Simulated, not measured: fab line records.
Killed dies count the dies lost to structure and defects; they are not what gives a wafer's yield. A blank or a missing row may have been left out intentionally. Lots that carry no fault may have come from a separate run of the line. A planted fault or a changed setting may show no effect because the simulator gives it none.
A single fault, viewed from 3 desks + flow n5_finfet + each desk holds nothing but its own numbers, with what lay behind them at the end

== AT THE TOOL OWNER'S DESK: rie_diel-01 ==
The tool's own readings at N5_FIN_SAQP_SPACER1_ETCHBACK_25 (etches SiO2 in CHF3/O2, target depth 24.4 nm, time 12.2 s): means of the sampled wafers that have a number, for each lot that ran on this tool. Any lot whose mean is over 4 standard deviations away from the usual mean is out of limits and marked OUT; that distance is given in the brackets.
Columns: A = drypump_motor_current_A at N5_FIN_SAQP_SPACER1_ETCHBACK_25, usual 5.7 A; B = oes_product_au at N5_FIN_SAQP_SPACER1_ETCHBACK_25, usual 0.82 a.u.; C = rf_fwd_power_W at N5_FIN_SAQP_SPACER1_ETCHBACK_25, usual 645.5 W; D = rf_vpp_V at N5_FIN_SAQP_SPACER1_ETCHBACK_25, usual 524 V; E = showerhead_plenum_p_Torr at N5_FIN_SAQP_SPACER1_ETCHBACK_25, usual 2.41 Torr; F = throttle_valve_pct at N5_FIN_SAQP_SPACER1_ETCHBACK_25, usual 19.00 %
| lot  | first seen here | A   | B    | C     | D   | E    | F     |
|------|-----------------|-----|------|-------|-----|------|-------|
| L845 | day 2 05:28     | 6.1 | 0.79 | 644.5 | 536 | 2.44 | 19.11 |
| L850 | day 3 11:52     | 5.8 | 0.71 | 646.8 | 530 | 2.39 | 19.48 |
| L854 | day 4 12:12     | 5.5 | 0.81 | 647.5 | 507 | 2.52 | 19.05 |
| L858 | day 5 11:40     | 6.1 | 0.77 | 644.5 | 537 | 2.43 | 19.15 |
This desk found nothing out of limits on any of the 4 lots.

== METROLOGY DESK ==
What the gauges read, lot by lot, whatever tool the lot ran on: means of the sampled wafers that have a number. Any lot whose mean is over 4 standard deviations away from the usual mean is out of limits and marked OUT; that distance is given in the brackets.
Columns: A = cd_nm at N5_FIN_CUT_CD_MEAS_08, usual 29.02 nm
| lot  | first seen here | A     |
|------|-----------------|-------|
| L845 | day 2 08:19     | 28.78 |
| L847 | day 2 21:30     | 29.12 |
| L848 | day 3 03:13     | 29.08 |
| L850 | day 3 14:34     | 28.77 |
| L854 | day 4 15:11     | 29.11 |
| L855 | day 4 21:37     | 28.81 |
| L856 | day 5 03:41     | 29.02 |
| L858 | day 5 14:21     | 28.99 |
| L861 | day 6 08:53     | 29.50 |
| L863 | day 6 20:09     | 28.96 |
This desk found nothing out of limits on any of the 10 lots.

== THE DEFECT DESK ==
What the inspections along the route counted, lot by lot: means of the sampled wafers that have a number. Any lot whose mean is over 4 standard deviations away from the usual mean is out of limits and marked OUT; that distance is given in the brackets.
Columns: A = raw_defect_count at N5_FIN_SAQP_INSPECT_40, usual 242; B = raw_defect_count at N5_FIN_CUT_INSPECT_10, usual 43; C = raw_defect_count at N5_FIN_CUT_INSPECT_17, usual 244
| lot  | first seen here | A              | B             | C              |
|------|-----------------|----------------|---------------|----------------|
| L845 | day 2 08:01     | 268            | 44            | 261            |
| L847 | day 2 21:12     | 267            | 46            | 268            |
| L848 | day 3 02:55     | 256            | 46            | 272            |
| L850 | day 3 14:16     | 274            | 50            | 267            |
| L854 | day 4 14:53     | 588 (+5.3) OUT | 376 (+33) OUT | 588 (+5.3) OUT |
| L855 | day 4 21:11     | 252            | 48            | 254            |
| L856 | day 5 03:23     | 250            | 46            | 254            |
| L858 | day 5 14:03     | 617 (+5.8) OUT | 416 (+37) OUT | 623 (+5.8) OUT |
| L861 | day 6 08:34     | 266            | 46            | 268            |
| L863 | day 6 19:43     | 264            | 40            | 277            |
This desk finds L854, L858 out of limits, L854 being first, at day 4 14:53 (raw_defect_count at N5_FIN_SAQP_INSPECT_40). In limits: L845, L847, L848, L850, L855, L856, L861, L863.

== BROUGHT TOGETHER ==
The defect desk could have raised an alarm at day 4 14:53, on L854, L858.
Nothing out of limits was seen by the tool owner's desk.
From the metrology desk's view, nothing was out of limits.
The tool owner's desk has L854, L858 on record, within its limits.
The metrology desk holds a record of L854, L858, inside its limits.
On rie_diel-01, each named lot ran N5_FIN_SAQP_SPACER1_ETCHBACK_25.

== WHAT THE SIMULATOR PUT IN ==
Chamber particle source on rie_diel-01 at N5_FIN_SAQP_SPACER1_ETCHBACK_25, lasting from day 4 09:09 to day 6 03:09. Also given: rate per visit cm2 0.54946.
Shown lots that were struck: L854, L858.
Hours from the fault's start to each desk's first reading out of limits: the defect desk, 6.
